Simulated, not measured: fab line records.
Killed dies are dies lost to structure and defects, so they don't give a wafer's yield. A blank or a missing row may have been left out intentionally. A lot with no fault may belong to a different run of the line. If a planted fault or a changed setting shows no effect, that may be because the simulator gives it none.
A lot that was struck, set against a sound lot | flow n5 finfet | 37 out of 1938 route steps
Sound: the wafers L404.1, L404.4, L404.6. Struck: wafer L389.4; the same lot's L389.6 was not struck, so it is left out; see the end for the cause.
At each step with rows: each side's tool, then ch and its chambers, then its first start. Under that, the readings that differ: sound wafers | struck wafers | difference of the means | sigmas: that difference in standard deviations of wafers without a fault.
alike: readings with means less than 2 such deviations apart, plus words and numbers identical on both sides. not compared: withheld readings, readings lacking a value on some wafer, bounds such as >300 that could conceal the same value, and numbers that have no deviation in the record and whose values overlap.
A row with sigmas, a row that says differs or no value, or rows on one side alone: a step with any of these is where the two part. Numbers that don't overlap but have no deviation are shown without sigmas and don't part them. A reading that every wafer of one side lacks parts them only if that side has two wafers or more.

first, 9 steps without rows for these wafers: N5_BEOL_M6_ALD_77 (deposits TaN, target thk 2 nm, pulse time 2 s, purge time 3 s); N5_BEOL_M6_SURFACE_TREAT_79; N5_BEOL_M6_CVD_78 (deposits Co from CCTBA/H2, target thk 2 nm, time 142.3 s); N5_BEOL_M6_SPUTTER_48 (material Cu, target thk 10 nm, time 1.667 s); N5_BEOL_M6_ECD_50 (material Cu, target thk 300 nm); N5_BEOL_M6_ANNEAL_51 (time 90 s); N5_BEOL_M6_CMP_52 (polishes, stops on SiCOH lowk, t overpolish 6.9 s, target thk 80 nm); N5_BEOL_M6_PRE_CLEAN_55 (time 15 s); N5_BEOL_M6_DEP_56 (deposits SiCN from 3MS/NH3, target thk 10 nm, time 17.5 s).
N5_BEOL_M7_ILD_DEP_00: deposits SiCOH lowk from DEMS/porogen, target thk 179.75 nm, time 33.4 s.
  sound on pecvd-04 ch 1,2, day 16 06:27; struck on pecvd-02 ch 0, day 12 01:28
  reading                                            | sound             | struck | difference | sigmas
  showerhead plenum p Torr (Torr)                    | 5.717 5.712 5.731 | 5.751  | +0.031     | +3
  model.SiCOH_lowk_of_BEOL_M7_ILD_DEP_00.thk nm (nm) | 178.6 180.4 178.8 | 192.4  | +13.1      |
  alike: heater power w, throttle valve pct
then, 1 step without rows for these wafers: N5_BEOL_M7_CURE_74 (cures SiCOH lowk, time 240 s).
N5_BEOL_M7_THK_MEAS_01:
  struck on film metro-01, day 12 02:52; sound on film metro-01, day 16 07:02
  reading         | sound             | struck | difference | sigmas
  M7_ILD_THK (nm) | 154.1 155.4 154.0 | 166.2  | +11.7      | +6
then, 23 steps without rows for these wafers: N5_BEOL_M7_PECVD_70 (deposits SiO2 from TEOS/O2, target thk 20 nm, time 22.7 s); N5_BEOL_M7_HM_DEP_02 (deposits TiN, target thk 20 nm); N5_BEOL_M7_COAT_59 (time 60 s, resist thk 100 nm); N5_BEOL_M7_COAT_60 (time 60 s, resist thk 35 nm); N5_BEOL_M7_COAT_05 (resist thk 90 nm); N5_BEOL_M7_EBR_07; N5_BEOL_M7_SOFTBAKE_06 (time 60 s); N5_BEOL_M7_EXPOSE_08 (exposes mask M7); N5_BEOL_M7_PEB_09 (peb time 60 s); N5_BEOL_M7_DEVELOP_10 (develop time 30 s); N5_BEOL_M7_DESCUM_16 (chemistry O2, time 7.9 s); N5_BEOL_M7_ETCH_61 (etches SiARC in CF4, target depth 45.5 nm, time 75.8 s); N5_BEOL_M7_ETCH_62 (etches SOC in N2/H2, target depth 110 nm, overetch 22 nm, time 165 s); N5_BEOL_M7_STRIP_68 (strips in N2/H2); N5_BEOL_M7_STRIP_67 (strips in CF4); N5_BEOL_M7_HM_OPEN_17 (chemistry Cl2/BCl3, target TiN, target depth 20 nm, overetch 6 nm); N5_BEOL_M7_STRIP_19 (strips in O2); N5_BEOL_M7_COAT_63 (time 60 s, resist thk 60 nm); N5_BEOL_M7_COAT_64 (time 60 s, resist thk 12 nm); N5_BEOL_M7_COAT_71 (time 60 s, resist thk 5 nm); N5_BEOL_M7_COAT_22 (resist thk 30 nm); N5_BEOL_M7_EBR_24; N5_BEOL_M7_SOFTBAKE_23 (time 60 s).
N5_BEOL_M7_CMP_52: polishes, stops on SiCOH lowk, t overpolish 6.9 s, target thk 80 nm.
  sound on cmp-02 ch 0,1,2, day 16 14:18; struck on cmp-01 ch 3, day 12 12:47
  reading                                            | sound                | struck | difference | sigmas
  clearing platen down force psi (psi)               | 1.4988 1.5016 1.5021 | 1.4934 | -0.0074    | -3
  model.SiCOH_lowk_of_BEOL_M7_ILD_DEP_00.thk nm (nm) | 151 152.6 151.2      | 163    | +11        |
  alike: clearing platen rpm, motor current A, slurry filter dp kPa
next, for these wafers, 1 step has no rows: N5_PASSIVATION_PROBE_49.

== WHERE THEY PART ==
Last at N5_BEOL_M7_CMP_52 as far as this record goes, first at N5_BEOL_M7_ILD_DEP_00.

WHY: what the simulator had put in
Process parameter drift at N5_BEOL_M7_ILD_DEP_00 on pecvd-02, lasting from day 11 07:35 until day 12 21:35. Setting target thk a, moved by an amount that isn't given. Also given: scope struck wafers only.
